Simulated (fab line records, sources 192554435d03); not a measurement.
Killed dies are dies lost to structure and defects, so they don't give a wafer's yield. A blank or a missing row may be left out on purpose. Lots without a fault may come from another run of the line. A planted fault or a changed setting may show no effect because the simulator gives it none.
Chamber matching | flow n5_finfet | N5_GATE_CUT_SAC_CAP_01 on ald_sin-03: 4 sister chambers
The step material SiNx, target thk 24 nm, pulse time 1 s, ald cycles 480. 4 wafers are shown with their chamber, then 11 later ones without.

WAFERS WITH THEIR CHAMBER
wafer  | chamber | heater_power_w (W)
L086.2 | 2       | 933
L086.4 | 3       | 908
L088.1 | 1       | 881
L090.1 | 0       | 726

WAFERS WITHOUT THEIR CHAMBER
wafer  | heater_power_w (W)
L090.4 | 710
L090.6 | 928
L091.1 | 724
L091.2 | 904
L091.4 | 874
L094.3 | 718
L094.4 | 943
L094.5 | 738
L097.1 | 916
L097.3 | 896
L097.6 | 943

WHICH CHAMBER EACH WENT THROUGH
wafer  | from the rows above     | in truth
L090.4 | 0                       | 0
L090.6 | can't be placed: 2 or 3 | 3
L091.1 | 0                       | 0
L091.2 | 3                       | 3
L091.4 | 1                       | 1
L094.3 | 0                       | 0
L094.4 | 2                       | 2
L094.5 | 0                       | 0
L097.1 | can't be placed: 3 or 2 | 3
L097.3 | can't be placed: 3 or 1 | 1
L097.6 | 2                       | 2
Placed correctly: 8 of 11. Can't be placed from these rows: 3 (the true chamber is among the candidates in 3). Placed wrongly: 0.
How it was worked out, from the rows above alone: a wafer's distance from a chamber is the root of the sum, over the readings, of the square of ((its reading less the chamber's mean) divided by the reading's scatter). The wafer belongs to the nearest chamber; if the next one is less than 2 further off, it can't be placed. A chamber's mean is the mean of its shown wafers. The scatter: with one shown wafer a chamber, the root of the mean of the squares of how far each hidden wafer lies from its nearest shown one.
